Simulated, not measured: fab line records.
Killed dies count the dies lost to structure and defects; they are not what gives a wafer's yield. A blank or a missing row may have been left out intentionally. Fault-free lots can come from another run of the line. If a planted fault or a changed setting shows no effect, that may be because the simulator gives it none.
Matching of chambers + flow n5-finfet + N5_MOL_CONTACT_COAG_ETCH_48 on rie-diel-02 has 4 sister chambers
The step etches SiOC in C4F6/O2, target depth 15 nm, overetch 4.5 nm, time 17 s. 16 wafers are shown with their chamber, then 8 later ones without.

== WAFERS, EACH WITH ITS CHAMBER ==
| wafer  | chamber | showerhead-plenum-p-Torr (Torr) | rf-vpp-V (V) | throttle-valve-pct (%) |
|--------|---------|---------------------------------|--------------|------------------------|
| L078.2 | 3       | 2.76                            | 1570         | 40.52                  |
| L078.4 | 3       | 2.76                            | 1569         | 40.53                  |
| L078.6 | 1       | 2.98                            | 1619         | 40.86                  |
| L080.1 | 3       | 2.76                            | 1568         | 40.51                  |
| L080.3 | 1       | 2.98                            | 1618         | 40.85                  |
| L080.5 | 0       | 2.63                            | 1599         | 40.49                  |
| L081.1 | 0       | 2.63                            | 1601         | 40.51                  |
| L081.3 | 1       | 2.97                            | 1618         | 40.83                  |
| L081.6 | 1       | 2.97                            | 1618         | 40.85                  |
| L083.3 | 3       | 2.76                            | 1569         | 40.51                  |
| L083.4 | 1       | 2.97                            | 1618         | 40.85                  |
| L083.5 | 3       | 2.76                            | 1568         | 40.51                  |
| L085.2 | 3       | 2.76                            | 1568         | 40.52                  |
| L085.3 | 0       | 2.63                            | 1600         | 40.51                  |
| L085.5 | 0       | 2.63                            | 1600         | 40.50                  |
| L087.1 | 2       | 2.79                            | 1654         | 40.95                  |

SIGNATURES (means of the wafers above)
| reading                  | chamber 0 | chamber 1 | chamber 2 | chamber 3 | scatter within a chamber |
|--------------------------|-----------|-----------|-----------|-----------|--------------------------|
| showerhead-plenum-p-Torr | 2.6300    | 2.9740    | 2.7900    | 2.7600    | 0.00316                  |
| rf-vpp-V                 | 1600.00   | 1618.20   | 1654.00   | 1568.67   | 0.715                    |
| throttle-valve-pct       | 40.5025   | 40.8480   | 40.9500   | 40.5167   | 0.00952                  |
Rule: for each reading, subtract the chamber's mean from the wafer's reading, divide by that reading's scatter and square the result; add these up over the readings and take the root, which gives the wafer's distance from the chamber. The wafer belongs to the nearest chamber; if the next one is less than 2 further off, it can't be placed. The scatter: take each reading less its chamber's mean, square it, sum over the shown wafers, divide by the number of wafers less the number of chambers, and take the root.

== WAFERS WHOSE CHAMBER IS MISSING ==
| wafer  | showerhead-plenum-p-Torr (Torr) | rf-vpp-V (V) | throttle-valve-pct (%) |
|--------|---------------------------------|--------------|------------------------|
| L087.4 | 2.75                            | 1568         | 40.54                  |
| L087.5 | 2.62                            | 1600         | 40.52                  |
| L093.1 | 2.79                            | 1654         | 40.53                  |
| L093.4 | 2.75                            | 1566         | 40.54                  |
| L093.5 | 2.62                            | 1599         | 40.51                  |
| L095.1 | 2.61                            | 1600         | 40.51                  |
| L095.2 | 2.78                            | 1653         | 40.51                  |
| L095.4 | 2.74                            | 1567         | 40.52                  |

== THE CHAMBER EACH PASSED THROUGH ==
| wafer  | from the rows above | in truth |
|--------|---------------------|----------|
| L087.4 | 3                   | 3        |
| L087.5 | 0                   | 0        |
| L093.1 | 2                   | 2        |
| L093.4 | 3                   | 3        |
| L093.5 | 0                   | 0        |
| L095.1 | 0                   | 0        |
| L095.2 | 2                   | 2        |
| L095.4 | 3                   | 3        |
Correct placement for 8 of the 8. Not placeable from these rows: 0. Number placed wrongly: 0.
